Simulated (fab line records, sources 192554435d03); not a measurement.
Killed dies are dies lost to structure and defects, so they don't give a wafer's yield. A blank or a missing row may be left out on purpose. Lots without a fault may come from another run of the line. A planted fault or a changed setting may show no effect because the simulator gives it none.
fab line records | flow n5_finfet
record lots=9 wafers=27 last_day=17
route steps=1938 shown BEOL_M2@930 BEOL_M3@955 BEOL_M4@1111 PASSIVATION@1936
lots that met no fault: from a run of the same line without faults
start_h: hours from the record's first day to the start of the lot's first wafer shown | wait_h: hours since the lot's step before | " the same as in the row above | L1.1+2: a row that stands for several wafers | - no value, or no start given | * or withheld: withheld | < > ~ a bound
route shown NAME@n: a module of which the file shows steps, and the number in the route of the first | usual: mean/standard deviation of fault-free wafers | same: alike in all rows | chamber/n: place in a boat | sites: the reading at each site | _std_site: their standard deviation | _edge_site: outer sites' mean less inner sites' | radius_mm: how far each site lies from the wafer's centre | mask NAME#n: copy n | behind: the tool/chamber that last shaped the wafer | hold: why the lot was held/for how many hours/how that ended | device: the transistor (n, p or np) that didn't switch | end of line: the same wafers' tests at the end of the route | a step without rows: its recipe alone | killed: dies lost to structure and defects at the first sort, not the wafer's yield | map: a wafer's dies, x killed, . not, _ none there
set.NAME: the setting as run; set.NAME@STEP: as run at that earlier step | model.NAME: the simulator's own value behind a step, which no gauge read
steps of the route over a sample of lots; a table a step, a row a wafer
services: from which hour (start_h, from the record's first day; less than 0 if before it) a tool's chamber was out of use, for how many hours, and why
## steps
# step N5_BEOL_M2_INSPECT_59
# recipe inspect_instrument=darkfield mode=post_dep
# usual raw_defect_count=74/25
# columns lot.wafer tool chamber start_h wait_h raw_defect_count
L690.2 defect_inspect-01 - 142.80 0.0 76
L690.3 " - " " 65
L690.5 " - " " 73
L692.1 defect_inspect-02 - 155.52 0.0 66
L692.4 " - " " 49
L692.6 " - " " 91
L695.1 defect_inspect-01 - 164.98 0.0 56
L695.2 " - " " 73
L695.5 " - " " 80
L696.2 defect_inspect-02 - 180.07 0.0 66
L696.3 " - " " 80
L696.4 " - " " 88
L698.1 defect_inspect-02 - 187.44 0.0 76
L698.3 " - " " 146
L698.6 " - " " 130
L699.1 defect_inspect-02 - 201.88 0.0 100
L699.2 " - " " 98
L699.3 " - " " 113
L709.4 defect_inspect-01 - 251.16 0.0 49
L709.5 " - " " 49
L709.6 " - " " 43
L710.2 defect_inspect-01 - 260.36 0.0 58
L710.3 " - " " 53
L710.4 " - " " 76
L713.1 defect_inspect-01 - 277.31 0.0 48
L713.3 " - " " 43
L713.5 " - " " 53
# step N5_BEOL_M3_STRIP_19
# recipe chemistry=O2 power_w=400 temp_c=40 pressure_mtorr=30 rf_frequency_hz=6e+07 bias_power_w=0 overash_fraction=0.2 o2_flow_sccm=225
# usual chamber_pressure_mTorr=30.000/0.028 drypump_motor_current_A=5.8/0.43 oes_product_au=0.76/0.074 rf_vpp_V=3.7/0.48 showerhead_plenum_p_Torr=2.09/0.063 throttle_valve_pct=16.76/0.2
# columns lot.wafer tool chamber start_h wait_h chamber_pressure_mTorr drypump_motor_current_A oes_product_au rf_hours_counter_h rf_vpp_V showerhead_plenum_p_Torr throttle_valve_pct
L690.2 rie_diel-05 0 144.09 0.1 30.023 6.1 0.84 54 4.4 2.13 16.74
L690.3 " 2 " " 30.025 5.3 0.72 177 3.6 2.18 16.60
L690.5 " 0 " " 29.974 6.1 0.84 - 4.0 2.13 16.74
L692.1 rie_diel-02 1 157.20 0.2 29.935 6.0 0.78 105 3.7 2.03 16.99
L692.4 " 0 " " 30.017 5.7 0.75 - 3.6 2.08 16.91
L692.6 " 2 " " 29.986 6.3 0.73 - 2.7 2.19 16.83
L695.1 rie_diel-04 2 167.96 0.2 30.008 6.2 0.75 157 3.4 2.09 16.91
L695.2 " 1 " " 29.962 5.2 0.88 34 3.4 2.14 16.63
L695.5 " 0 " " 30.020 5.2 0.72 - 3.6 1.99 16.74
L696.2 rie_diel-04 3 182.13 0.1 30.038 5.3 0.68 249 2.8 2.08 16.62
L696.3 " 0 " " 30.035 5.2 0.72 193 4.0 1.98 16.73
L696.4 " 0 " " 30.050 5.2 0.72 - 4.5 1.98 16.74
L698.1 rie_diel-05 3 190.32 0.3 29.968 6.1 0.79 101 3.7 2.04 16.71
L698.3 " 1 " " 29.994 6.3 0.68 228 3.7 2.17 16.72
L698.6 " 0 " " 29.995 6.1 0.83 - 3.8 2.12 16.76
L699.1 rie_diel-05 3 203.56 0.1 29.995 6.1 0.79 105 4.3 2.04 16.71
L699.2 " 1 " " 30.020 6.3 0.68 232 3.5 2.17 16.74
L699.3 " 2 " " 30.005 5.3 0.71 194 3.7 2.17 16.61
L709.4 rie_diel-05 2 253.71 0.1 30.025 5.3 0.69 208 3.8 2.17 16.64
L709.5 " 2 " " 30.005 5.3 0.71 - 3.8 2.17 16.65
L709.6 " 3 " " 29.977 6.1 0.76 - 2.6 2.03 16.75
L710.2 rie_diel-02 0 264.53 0.2 30.003 5.7 0.71 232 4.0 2.07 16.96
L710.3 " 2 " " 29.993 6.3 0.70 194 3.0 2.18 16.89
L710.4 " 1 " " 29.990 6.0 0.75 138 3.8 2.02 17.03
L713.1 rie_diel-02 2 279.65 0.1 29.985 6.3 0.69 201 3.7 2.17 16.88
L713.3 " 1 " " 30.045 6.0 0.75 - 3.2 2.02 17.03
L713.5 " 2 " " 29.996 6.3 0.71 - 4.2 2.17 16.90
# step N5_BEOL_M3_VIA_ETCH_34
# recipe chemistry=C4F6/O2 target_depth_a=694 mask_material=SOC pressure_mtorr=15 ion_energy_ev=250 taper_deg=4 time_s=65.9 source_w=350 bias_w=170 Ar_flow_sccm=300 C4F6_flow_sccm=10 O2_flow_sccm=10
# usual C4F6_flow_sccm=10.00/0.03 O2_flow_sccm=10.00/0.031 chamber_pressure_mTorr=15.000/0.015 drypump_motor_current_A=5.9/0.38 oes_ar_750_au=0.75/0.066 oes_product_au=0.75/0.07 rf_vpp_V=662/9 showerhead_plenum_p_Torr=2.84/0.075 throttle_valve_pct=30.76/0.24
# columns lot.wafer tool chamber start_h wait_h C4F6_flow_sccm O2_flow_sccm chamber_pressure_mTorr drypump_motor_current_A oes_ar_750_au oes_product_au rf_hours_counter_h rf_vpp_V showerhead_plenum_p_Torr throttle_valve_pct
L690.2 rie_diel-05 0 145.05 0.0 9.95 10.00 15.048 6.1 0.84 0.85 55 668 2.87 30.81
L690.3 " 2 " " 10.01 10.03 15.001 5.3 0.73 0.71 177 650 2.94 30.43
L690.5 " 2 " " 9.97 10.03 15.016 5.3 0.73 0.71 - 651 2.94 30.41
L692.1 rie_diel-02 0 160.58 0.0 9.96 9.95 14.980 5.8 0.72 0.74 201 673 2.82 30.77
L692.4 " 1 " " 10.03 10.00 14.975 6.0 0.77 0.78 - 665 2.75 31.22
L692.6 " 0 " " 9.98 9.95 15.022 5.8 0.72 0.73 - 675 2.82 30.76
L695.1 rie_diel-02 3 170.33 0.0 10.03 9.99 14.986 5.8 0.71 0.71 220 659 2.82 30.59
L695.2 " 2 " " 9.99 10.03 15.032 6.3 0.74 0.72 167 668 2.94 30.79
L695.5 " 2 " " 10.04 10.03 14.983 6.3 0.73 0.72 - 667 2.94 30.77
L696.2 rie_diel-02 0 185.74 0.0 9.99 9.99 14.976 5.8 0.72 0.73 209 674 2.81 30.77
L696.3 " 3 " " 10.00 9.98 15.001 5.8 0.71 0.72 225 658 2.82 30.60
L696.4 " 2 " " 10.02 10.01 14.993 6.3 0.73 0.73 172 667 2.93 30.79
L698.1 rie_diel-04 1 193.78 0.0 - - - - - - - - - -
L698.3 " 2 " " - - - - - - - - - -
L698.6 " 0 " " - - - - - - - - - -
L699.1 rie_diel-02 1 204.47 0.0 - - - - - - - - - -
L699.2 " 3 " " - - - - - - - - - -
L699.3 " 2 " " - - - - - - - - - -
L709.4 rie_diel-02 3 255.09 0.0 9.97 10.04 14.998 5.9 0.70 0.70 245 659 2.81 30.61
L709.5 " 1 " " 9.96 9.98 15.005 6.0 0.75 0.75 - 666 2.74 31.23
L709.6 " 2 " " 10.01 10.00 15.002 6.3 0.71 0.71 - 667 2.92 30.81
L710.2 rie_diel-02 1 273.01 0.0 10.00 10.02 14.992 6.0 0.74 0.74 141 666 2.74 31.24
L710.3 " 0 " " 10.02 9.97 15.022 5.8 0.70 0.72 235 675 2.80 30.81
L710.4 " 2 " " 9.99 9.96 14.998 6.3 0.70 0.71 - 667 2.92 30.80
L713.1 rie_diel-02 2 285.27 0.0 10.04 9.98 15.030 6.3 0.71 0.69 204 666 2.92 30.81
L713.3 " 1 " " 10.02 9.97 15.001 6.1 0.75 0.74 - 667 2.73 31.24
L713.5 " 2 " " 10.01 10.04 14.990 6.3 0.70 0.70 - 667 2.92 30.81
# step N5_BEOL_M3_ANNEAL_82
# recipe temp_c=400 time_s=240 ambient=vacuum
# usual heater_power_w=884/140
# columns lot.wafer tool chamber start_h wait_h heater_power_w
L690.2 pvd_sputter-01 - 147.11 0.0 1093
L690.3 " - " " 663
L690.5 " - " " 848
L692.1 pvd_sputter-03 - 163.93 0.0 908
L692.4 " - " " 777
L692.6 " - " " 819
L695.1 pvd_sputter-03 - 172.55 0.0 775
L695.2 " - " " 1009
L695.5 " - " " 994
L696.2 pvd_sputter-02 - 187.60 0.0 1017
L696.3 " - " " 801
L696.4 " - " " 809
L698.1 pvd_sputter-02 - 197.47 0.0 1021
L698.3 " - " " 796
L698.6 " - " " 1011
L699.1 pvd_sputter-02 - 206.54 0.0 1036
L699.2 " - " " 814
L699.3 " - " " 793
L709.4 pvd_sputter-02 - 257.21 0.0 801
L709.5 " - " " 828
L709.6 " - " " 791
L710.2 pvd_sputter-01 - 276.06 0.0 836
L710.3 " - " " 812
L710.4 " - " " 1064
L713.1 pvd_sputter-01 - 287.10 0.0 1069
L713.3 " - " " 819
L713.5 " - " " 651
# step N5_BEOL_M4_RC_MEAS_101
# usual DIBL_N=36.3/1.7 DIBL_P=36.5/1.8 IOFF_N=0.16/0.033 IOFF_P=0.21/0.037 ION_N=675/11 ION_P=462/7.9 SS_N=71.6/0.64 SS_P=73.3/0.68 VT_N=249/3.3 VT_P=-250/3.3
# columns lot.wafer tool chamber start_h wait_h DIBL_N[mV/V] DIBL_P[mV/V] IOFF_N[nA/um] IOFF_P[nA/um] ION_N[uA/um] ION_P[uA/um] SS_N[mV/dec] SS_P[mV/dec] VT_N[mV] VT_P[mV]
L690.2 prober-01 0 159.47 0.2 35.4 36.0 0.14 0.19 666 457 71.4 73.2 253 -255
L690.3 " 0 " " 35.3 36.6 0.15 0.20 684 469 71.6 73.9 249 -252
L690.5 " 0 " " 34.9 36.1 0.15 0.19 678 466 71.6 73.7 253 -252
L692.1 prober-01 0 175.39 0.0 37.0 37.9 0.16 0.23 674 464 71.5 73.7 249 -251
L692.4 " 0 " " 35.9 36.4 0.14 0.22 669 461 71.1 73.5 251 -250
L692.6 " 0 " " 36.4 36.4 0.14 0.21 675 471 71.3 73.1 251 -250
L695.1 prober-02 0 182.85 0.0 37.3 37.5 0.18 0.23 680 470 71.2 72.8 247 -250
L695.2 " 0 " " 33.8 33.5 0.12 0.17 677 471 70.7 71.7 255 -253
L695.5 " 0 " " 35.5 36.1 0.15 0.21 683 476 72.1 72.8 250 -250
L696.2 prober-01 0 202.29 0.2 37.3 38.4 0.18 0.24 680 466 72.3 72.8 247 -251
L696.3 " 0 " " 36.6 36.7 0.17 0.22 688 459 71.7 72.8 250 -253
L696.4 " 0 " " 37.0 37.8 0.17 0.24 676 465 72.3 73.0 249 -248
L709.4 prober-01 0 267.91 0.5 37.3 36.6 0.16 0.23 678 472 71.4 72.5 254 -245
L709.5 " 0 " " 36.3 35.8 0.15 0.22 662 460 71.4 73.4 253 -248
L709.6 " 0 " " 37.3 36.4 0.17 0.23 667 464 71.9 73.5 249 -247
L710.2 prober-02 0 288.09 0.2 33.4 33.1 0.13 0.17 682 465 71.4 72.7 251 -254
L710.3 " 0 " " 35.3 34.8 0.16 0.19 677 462 71.3 73.6 247 -251
L710.4 " 0 " " 34.3 33.9 0.14 0.18 672 459 71.9 73.2 250 -252
L713.1 prober-01 0 298.10 0.0 33.2 33.6 0.12 0.16 669 452 71.2 72.4 252 -256
L713.3 " 0 " " 36.3 37.7 0.18 0.21 678 461 71.9 74.4 248 -250
L713.5 " 0 " " 36.8 38.6 0.19 0.22 677 458 72.1 74.3 246 -253
# step N5_PASSIVATION_PROBE_49
# usual defect_limited_yield=91.3/1.5 killed_at_M0_to_M3=34/9.4 killed_at_M4_up=13/5.3 killed_at_contacts=13/5.7 killed_at_front_end=40/10 killed_at_other=3.7/2.8 killed_dies=103/17 killed_on_rim=13/4.2 killed_open=67/13 killed_short=35/8.5 sort_bin_5_function=5.0/0.98 sort_bin_6_memory=3.3/0.7 sort_n_pass=1077/17 sort_yield_pct=91.3/1.5
# same gross_dies=1180 killed_at_back_side=0 sort_bin_4_leakage[%]=0 sort_bin_8_speed[%]=0
# columns lot.wafer tool chamber start_h wait_h defect_limited_yield[%] killed_at_M0_to_M3 killed_at_M4_up killed_at_contacts killed_at_front_end killed_at_other killed_dies killed_on_rim killed_open killed_short sort_bin_5_function[%] sort_bin_6_memory[%] sort_n_pass sort_yield_pct[%]
L698.1 prober-01 - 316.04 0.0 0 1094 14 9 60 3 1180 152 66 37 96.0 3.5 0 0
L698.3 prober-01 - 316.14 0.1 0 1112 30 12 22 4 1180 152 69 22 96.5 3.2 0 0
L698.6 prober-01 - 316.29 0.3 0 1093 12 14 55 6 1180 152 71 50 95.1 4.6 0 0
L699.1 prober-01 - 331.29 0.0 0 1129 11 7 24 9 1180 152 56 28 96.7 2.8 0 0
L699.2 prober-01 - 331.34 0.1 0 1111 20 5 40 4 1180 152 68 38 95.7 4.2 0 0
L699.3 prober-01 - 331.39 0.1 0 1126 17 7 24 6 1180 152 54 34 96.9 2.6 0 0
# killed by level:class
L698.1 BEOL_M3:area_etch=1076 FIN_SAQP:geometric_particle:short=13 FIN_SAQP:geometric_particle:open=10 STI_FIN_REVEAL:geometric_particle:open=7 ILD0:geometric_particle:open=7 MOL_CONTACT_COAG:geometric_particle:open=7 BEOL_M4:geometric_particle:open=6 STARTING-WAFER:geometric_particle:open=6
L698.3 BEOL_M3:area_etch=1085 BEOL_M4:geometric_particle:open=14 MOL_CONTACT_COAG:geometric_particle:open=10 BEOL_M1:geometric_particle:open=7 BEOL_M2:geometric_particle:open=6 FIN_SAQP:geometric_particle:short=5 BEOL_M3:geometric_particle:open=5 STI_FIN_REVEAL:geometric_particle:open=4
L698.6 BEOL_M3:area_etch=1057 FIN_SAQP:geometric_particle:short=24 FIN_SAQP:geometric_particle:open=13 MOL_CONTACT_COAG:geometric_particle:open=11 BEOL_M3:geometric_particle:open=10 BEOL_M0_SAQP:geometric_particle:short=6 BEOL_M0_SAQP:geometric_particle:open=5 DUMMY_GATE:geometric_particle:open=5
L699.1 BEOL_M3:area_etch=1096 BEOL_M0_SAQP:geometric_particle:short=10 BEOL_M2:geometric_particle:open=9 BEOL_M0_SAQP:geometric_particle:open=8 MOL_CONTACT_COAG:geometric_particle:open=7 FIN_SAQP:geometric_particle:short=6 ILD0:geometric_particle:open=5 BEOL_M4:geometric_particle:open=5
L699.2 BEOL_M3:area_etch=1074 FIN_SAQP:geometric_particle:short=12 STI_FIN_REVEAL:geometric_particle:open=12 BEOL_M4:geometric_particle:open=12 BEOL_M0_SAQP:geometric_particle:short=11 BEOL_M2:geometric_particle:open=10 BEOL_M0_SAQP:geometric_particle:open=7 DUMMY_GATE:geometric_particle:open=6
L699.3 BEOL_M3:area_etch=1092 FIN_SAQP:geometric_particle:short=11 BEOL_M0_SAQP:geometric_particle:open=10 BEOL_M4:geometric_particle:open=8 MOL_CONTACT_COAG:geometric_particle:open=6 BEOL_M0_SAQP:geometric_particle:short=6 BEOL_M2:geometric_particle:open=6 BEOL_M1:geometric_particle:short=4
## services
# columns tool chamber start_h hours kind
pvd_sputter-03 - 121.68 0.6 repair
pvd_sputter-02 - 124.42 3.5 repair
rie_diel-05 1 139.32 17.3 repair
rie_diel-02 3 143.02 4.5 repair
rie_diel-04 0 150.47 3.8 repair
rie_diel-02 3 155.23 9.1 repair
rie_diel-04 2 180.80 8.5 repair
rie_diel-04 3 189.27 - clean
rie_diel-04 3 189.27 - consumable_replace:focus_ring
rie_diel-04 3 189.27 22.4 scheduled_down
rie_diel-04 3 189.27 22.4 vent_cycle
rie_diel-04 1 229.69 7.4 repair
rie_diel-05 3 265.18 6.2 repair
rie_diel-02 3 267.81 - clean
rie_diel-02 3 267.81 - consumable_replace:focus_ring
rie_diel-02 3 267.81 36.6 scheduled_down
rie_diel-02 3 267.81 36.6 vent_cycle
rie_diel-05 1 271.34 - clean
rie_diel-05 1 271.34 - consumable_replace:focus_ring
rie_diel-05 1 271.34 21.2 scheduled_down
rie_diel-05 1 271.34 21.2 vent_cycle
rie_diel-04 - 273.42 14.6 pm
pvd_sputter-03 - 278.15 5.5 repair
rie_diel-02 0 279.54 8.0 repair
## key
first_sign step=N5_BEOL_M3_VIA_ETCH_34 reading=tool_record direction=missing
effect step=N5_PASSIVATION_PROBE_49 reading=killed_at_M0_to_M3 direction=up sigmas=99+ usual=34 struck=1111
more_kills_born_at N5_BEOL_M3_VIA_ETCH_34@rie_diel-02=3262 N5_BEOL_M3_VIA_ETCH_34@rie_diel-04=3218
met_at N5_BEOL_M3_VIA_ETCH_34
struck_lots L698,L699
later_rows_left_out L698.1,L698.3,L698.6,L699.1,L699.2,L699.3
not_acting_at N5_BEOL_M2_INSPECT_59,N5_BEOL_M3_STRIP_19,N5_BEOL_M3_ANNEAL_82
onset_between 185.74 193.78
fault kind=skipped_step_whole tool=rie_diel-02,rie_diel-04 chamber=- onset_h=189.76 steps=N5_BEOL_M3_VIA_ETCH_34 scope=struck_lots_only
# later_rows_left_out: the simulator's readings of these wafers behind a module that went badly wrong aren't trusted and aren't shown, but for the sort
